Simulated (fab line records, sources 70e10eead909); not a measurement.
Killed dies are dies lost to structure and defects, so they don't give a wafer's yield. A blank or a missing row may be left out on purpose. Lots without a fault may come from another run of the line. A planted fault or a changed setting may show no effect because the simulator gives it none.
Chamber matching | flow nand_harc | NHARC_P_M2_CMP_23 on cmp-04: 4 sister chambers
The step polishes, t overpolish 20 s, target thk 144.3 nm. 8 wafers are shown with their chamber, then 10 later ones without.

WAFERS WITH THEIR CHAMBER
wafer  | chamber | motor_current_A (A) | time_to_endpoint_s (s)
L081.2 | 1       | 11.2                | 25.4
L081.6 | 1       | 11.1                | 25.9
L085.2 | 2       | 12.3                | 29.8
L086.3 | 0       | 10.0                | 26.5
L086.5 | 3       | 12.2                | 34.6
L086.6 | 2       | 11.8                | 28.8
L089.3 | 3       | 12.0                | 30.3
L089.4 | 0       | 10.7                | 24.1

WAFERS WITHOUT THEIR CHAMBER
wafer  | motor_current_A (A) | time_to_endpoint_s (s)
L089.5 | 12.2                | 29.0
L090.2 | 11.6                | 25.8
L090.3 | 12.0                | 28.7
L090.4 | 11.8                | 30.3
L092.1 | 12.0                | 25.1
L092.3 | 9.7                 | 23.5
L092.6 | 12.1                | 26.0
L097.3 | 12.2                | 29.4
L097.4 | 11.5                | 28.2
L097.5 | 11.7                | 25.7

WHICH CHAMBER EACH WENT THROUGH
wafer  | from the rows above          | in truth
L089.5 | can't be placed: 2 or 3      | 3
L090.2 | can't be placed: 1 or 2      | 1
L090.3 | can't be placed: 2 or 3      | 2
L090.4 | can't be placed: 2 or 3      | 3
L092.1 | can't be placed: 2 or 1 or 3 | 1
L092.3 | 0                            | 0
L092.6 | can't be placed: 2 or 1 or 3 | 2
L097.3 | can't be placed: 2 or 3      | 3
L097.4 | can't be placed: 1 or 2 or 3 | 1
L097.5 | can't be placed: 1 or 2      | 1
Placed correctly: 1 of 10. Can't be placed from these rows: 9 (the true chamber is among the candidates in 9). Placed wrongly: 0.
How it was worked out, from the rows above alone: a wafer's distance from a chamber is the root of the sum, over the readings, of the square of ((its reading less the chamber's mean) divided by the reading's scatter). The wafer belongs to the nearest chamber; if the next one is less than 2 further off, it can't be placed. A chamber's mean is the mean of its shown wafers. The scatter: the root of (the sum of the squares of (reading less its chamber's mean) over the shown wafers, divided by (wafers less chambers)).
